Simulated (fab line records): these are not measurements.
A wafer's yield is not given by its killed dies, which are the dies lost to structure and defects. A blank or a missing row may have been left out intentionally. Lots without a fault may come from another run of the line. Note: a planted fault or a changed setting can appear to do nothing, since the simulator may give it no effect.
What tool caused it? / flow n5_finfet / 7 lots with 21 wafers sampled at 3 steps, on a route of 1938 steps

WHAT THE GAUGES READ, wafer by wafer
N5_BEOL_M4_RC_MEAS_101. Usual: DIBL_N 36.0 mV/V, standard deviation 2.2; DIBL_P 35.9 mV/V, standard deviation 2.6; IOFF_N 0.16 nA/um, standard deviation 0.038; IOFF_P 0.21 nA/um, standard deviation 0.042; ION_N 675 uA/um, standard deviation 15; ION_P 463 uA/um, standard deviation 10; SS_N 71.5 mV/dec, standard deviation 0.62; SS_P 73.2 mV/dec, standard deviation 0.76; VT_N 250 mV, standard deviation 4.1; VT_P -251 mV, standard deviation 3.6.
lot=L824; measured=day 7 20:41; on=prober-01; DIBL_N (mV/V)=35.0 32.8 33.8; DIBL_P (mV/V)=34.6 32.3 32.1; IOFF_N (nA/um)=0.13 0.11 0.12; IOFF_P (nA/um)=0.20 0.17 0.16; ION_N (uA/um)=672 658 665; ION_P (uA/um)=464 457 461; SS_N (mV/dec)=71.2 70.6 71.6; SS_P (mV/dec)=72.7 72.4 72.1; VT_N (mV)=250 256 254; VT_P (mV)=-250 -251 -251; flag=
lot=L828; measured=day 9 00:44; on=prober-01; DIBL_N (mV/V)=32.4 32.1 34.7; DIBL_P (mV/V)=31.1 31.3 33.8; IOFF_N (nA/um)=0.10 0.10 0.13; IOFF_P (nA/um)=0.14 0.14 0.18; ION_N (uA/um)=662 648 674; ION_P (uA/um)=457 454 465; SS_N (mV/dec)=71.0 70.5 71.4; SS_P (mV/dec)=72.7 72.4 74.1; VT_N (mV)=259 260 255; VT_P (mV)=-258 -257 -251; flag=
lot=L831; measured=day 9 22:17; on=prober-01; DIBL_N (mV/V)=36.5 34.2 35.0; DIBL_P (mV/V)=35.6 34.0 34.3; IOFF_N (nA/um)=0.15 0.13 0.13; IOFF_P (nA/um)=0.20 0.19 0.19; ION_N (uA/um)=672 682 673; ION_P (uA/um)=462 473 465; SS_N (mV/dec)=71.5 70.9 70.7; SS_P (mV/dec)=73.3 72.4 72.6; VT_N (mV)=249 253 251; VT_P (mV)=-249 -250 -249; flag=
lot=L832; measured=day 10 03:46; on=prober-01; DIBL_N (mV/V)=35.3 37.6 39.0; DIBL_P (mV/V)=34.6 36.8 39.5; IOFF_N (nA/um)=0.13 0.16 0.21; IOFF_P (nA/um)=0.17 0.20 0.24; ION_N (uA/um)=673 662 684; ION_P (uA/um)=464 450 464; SS_N (mV/dec)=70.8 71.5 72.3; SS_P (mV/dec)=72.6 74.0 74.1; VT_N (mV)=251 252 246; VT_P (mV)=-255 -254 -252; flag=
lot=L845; measured=day 13 02:10; on=prober-02; DIBL_N (mV/V)=35.9 32.9 33.8; DIBL_P (mV/V)=36.9 32.5 31.9; IOFF_N (nA/um)=0.17 0.12 0.12; IOFF_P (nA/um)=0.28 0.19 0.18; ION_N (uA/um)=684 663 656; ION_P (uA/um)=476 462 454; SS_N (mV/dec)=71.5 70.3 70.8; SS_P (mV/dec)=74.2 72.6 72.2; VT_N (mV)=249 255 252; VT_P (mV)=-243 -249 -251; flag=
lot=L846; measured=day 13 18:15; on=prober-01; DIBL_N (mV/V)=37.4 33.0 37.6; DIBL_P (mV/V)=40.0 33.5 40.5; IOFF_N (nA/um)=0.21 0.14 0.22; IOFF_P (nA/um)=0.26 0.17 0.25; ION_N (uA/um)=678 679 692; ION_P (uA/um)=458 467 470; SS_N (mV/dec)=71.8 71.5 72.9; SS_P (mV/dec)=74.5 72.5 74.6; VT_N (mV)=242 249 244; VT_P (mV)=-250 -254 -249; flag=
lot=L847; measured=day 13 18:21; on=prober-02; DIBL_N (mV/V)=36.0 35.7 35.6; DIBL_P (mV/V)=37.0 36.7 37.8; IOFF_N (nA/um)=0.18 0.18 0.19; IOFF_P (nA/um)=0.25 0.25 0.28; ION_N (uA/um)=684 693 700; ION_P (uA/um)=464 475 491; SS_N (mV/dec)=71.0 71.2 71.5; SS_P (mV/dec)=73.4 73.6 74.2; VT_N (mV)=245 244 245; VT_P (mV)=-248 -245 -245; flag=

N5_BEOL_M9_CD_MEAS_28: target cd 70 nm. Usual: cd_nm reads 69.95 nm (standard deviation 0.29).
lot=L824; measured=day 9 12:44; on=cd_sem-03; cd_nm (nm)=69.97 69.64 69.96; flag=
lot=L828; measured=day 10 18:07; on=cd_sem-03; cd_nm (nm)=70.10 70.32 70.14; flag=
lot=L831; measured=day 11 21:03; on=cd_sem-03; cd_nm (nm)=69.91 69.63 70.28; flag=
lot=L832; measured=day 12 01:22; on=cd_sem-03; cd_nm (nm)=70.17 69.40 70.12; flag=
lot=L845; measured=day 14 17:52; on=cd_sem-01; cd_nm (nm)=70.38 69.76 70.60; flag=
lot=L846; measured=day 15 12:55; on=cd_sem-03; cd_nm (nm)=69.68 69.79 70.01; flag=
lot=L847; measured=day 15 09:52; on=cd_sem-02; cd_nm (nm)=69.70 70.03 70.09; flag=

EACH LOT AND THE TOOL THAT RAN IT (in order: tool; ch and the chambers of the sampled wafers; start)
lot=L824; N5_BEOL_M9_ETCH_62=rie_diel-03 ch 0,1,3, day 9 11:54
lot=L828; N5_BEOL_M9_ETCH_62=rie_diel-02 ch 0,1, day 10 16:20
lot=L831; N5_BEOL_M9_ETCH_62=rie_diel-03 ch 1,2,3, day 11 19:09
lot=L832; N5_BEOL_M9_ETCH_62=rie_diel-02 ch 0,1,2, day 11 23:37
lot=L845; N5_BEOL_M9_ETCH_62=rie_diel-02 ch 2,3, day 14 16:03
lot=L846; N5_BEOL_M9_ETCH_62=rie_diel-05 ch 0,1,2, day 15 11:44
lot=L847; N5_BEOL_M9_ETCH_62=rie_diel-02 ch 0,2, day 15 08:47
- N5_BEOL_M9_ETCH_62: etches SOC in N2/H2, target depth 110 nm, overetch 22 nm, time 165 s.

WHAT THE TOOLS THEMSELVES READ (means of the sampled wafers that have a number; where no wafer has one, the mark that the record gives instead)
N5_BEOL_M9_ETCH_62. Usual: bias_w 150.1 W, standard deviation 0.44; chamber_pressure_mTorr 29.996 mTorr, standard deviation 0.025; drypump_motor_current_A 5.8 A, standard deviation 0.51; oes_product_au 0.66 a.u., standard deviation 0.051; rf_vpp_V 523.3 V, standard deviation 1.8; showerhead_plenum_p_Torr 2.52 Torr, standard deviation 0.053; temp_c 40.00 C, standard deviation 0.12; throttle_valve_pct 17.79 %, standard deviation 0.26.
lot=L824; tool=rie_diel-03; bias_w (W)=149.7; chamber_pressure_mTorr (mTorr)=29.999; drypump_motor_current_A (A)=5.6; oes_product_au (a.u.)=0.71; rf_vpp_V (V)=523.8; showerhead_plenum_p_Torr (Torr)=2.55; temp_c (C)=39.95; throttle_valve_pct (%)=17.70; flag=
lot=L828; tool=rie_diel-02; bias_w (W)=150.1; chamber_pressure_mTorr (mTorr)=30.013; drypump_motor_current_A (A)=5.5; oes_product_au (a.u.)=0.71; rf_vpp_V (V)=521.3; showerhead_plenum_p_Torr (Torr)=2.48; temp_c (C)=40.17; throttle_valve_pct (%)=17.58; flag=
lot=L831; tool=rie_diel-03; bias_w (W)=150.1; chamber_pressure_mTorr (mTorr)=29.998; drypump_motor_current_A (A)=5.8; oes_product_au (a.u.)=0.66; rf_vpp_V (V)=524.9; showerhead_plenum_p_Torr (Torr)=2.59; temp_c (C)=40.02; throttle_valve_pct (%)=17.74; flag=
lot=L832; tool=rie_diel-02; bias_w (W)=149.9; chamber_pressure_mTorr (mTorr)=29.992; drypump_motor_current_A (A)=5.9; oes_product_au (a.u.)=0.66; rf_vpp_V (V)=522.5; showerhead_plenum_p_Torr (Torr)=2.49; temp_c (C)=39.97; throttle_valve_pct (%)=17.72; flag=
lot=L845; tool=rie_diel-02; bias_w (W)=149.8; chamber_pressure_mTorr (mTorr)=29.988; drypump_motor_current_A (A)=5.7; oes_product_au (a.u.)=0.60; rf_vpp_V (V)=523.0; showerhead_plenum_p_Torr (Torr)=2.53; temp_c (C)=40.03; throttle_valve_pct (%)=18.17; flag=
lot=L846; tool=rie_diel-05; bias_w (W)=150.1; chamber_pressure_mTorr (mTorr)=30.016; drypump_motor_current_A (A)=5.8; oes_product_au (a.u.)=0.67; rf_vpp_V (V)=523.8; showerhead_plenum_p_Torr (Torr)=2.53; temp_c (C)=40.08; throttle_valve_pct (%)=17.57; flag=
lot=L847; tool=rie_diel-02; bias_w (W)=150.2; chamber_pressure_mTorr (mTorr)=30.012; drypump_motor_current_A (A)=5.8; oes_product_au (a.u.)=0.66; rf_vpp_V (V)=521.7; showerhead_plenum_p_Torr (Torr)=2.49; temp_c (C)=39.95; throttle_valve_pct (%)=17.67; flag=

THE ANSWER, worked out from the rows above alone
Rule: take the mean of a lot's wafers that have a number; if it is more than 3 standard deviations from the usual mean, the lot is off. A lot without any number at a reading at which 4 lots or more have one is off too. Where the step has rows for the other lots, those lots are counted as sound. The gauges are gone through in route order, then the tools' own readings, and for those a lot's mean is taken as printed above. The first step at which some lot is off is used, and at that step the reading that is off furthest; a lot without a number counts as furthest.
No lot is off at any reading shown: from this, nothing can be told.

WHAT HAD BEEN PUT IN BY THE SIMULATOR
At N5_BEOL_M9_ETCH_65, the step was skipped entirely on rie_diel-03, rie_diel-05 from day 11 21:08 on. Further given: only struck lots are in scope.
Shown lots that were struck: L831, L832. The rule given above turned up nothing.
